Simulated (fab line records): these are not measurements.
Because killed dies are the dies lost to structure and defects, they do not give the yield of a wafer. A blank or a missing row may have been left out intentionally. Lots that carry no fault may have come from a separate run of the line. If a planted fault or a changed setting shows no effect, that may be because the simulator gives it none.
Chamber matching | flow n5_finfet | 3 sister chambers for N5_MOL_CONTACT_COAG_CO_FILL_22 on cvd_co-01
The step material Co, precursor CCTBA/H2, target thk 20 nm. 6 wafers are shown with their chamber, then 12 later ones without.

## WAFERS PAIRED WITH THEIR CHAMBERS
wafer  | chamber | heater_power_w (W)
L082.5 | 2       | 250
L086.4 | 1       | 275
L086.5 | 2       | 253
L087.1 | 0       | 228
L087.2 | 1       | 265
L087.5 | 0       | 227

## WAFERS WITH NO CHAMBER GIVEN
wafer  | heater_power_w (W)
L091.2 | 279
L091.3 | 228
L091.6 | 228
L092.1 | 277
L092.3 | 244
L092.4 | 226
L093.3 | 245
L093.5 | 226
L093.6 | 280
L094.1 | 268
L094.2 | 253
L094.6 | 273

## CHAMBER TAKEN BY EACH
wafer  | from the rows above | in truth
L091.2 | 1                   | 1
L091.3 | 0                   | 0
L091.6 | 0                   | 0
L092.1 | 1                   | 1
L092.3 | 2                   | 2
L092.4 | 0                   | 0
L093.3 | 2                   | 2
L093.5 | 0                   | 0
L093.6 | 1                   | 1
L094.1 | 1                   | 1
L094.2 | 2                   | 2
L094.6 | 1                   | 1
Placed correctly: 12 of 12. Number that these rows cannot place: 0. 0 placed wrongly.
How it was worked out, from the rows above alone: a wafer's distance from a chamber is the root of the sum, over the readings, of the square of ((its reading less the chamber's mean) divided by the reading's scatter). If the next closest chamber is less than 2 further off than the closest, the wafer can't be placed; otherwise it belongs to the closest. A chamber's mean is the mean of its shown wafers. The scatter: take each reading less its chamber's mean, square it, sum over the shown wafers, divide by the number of wafers less the number of chambers, and take the root.
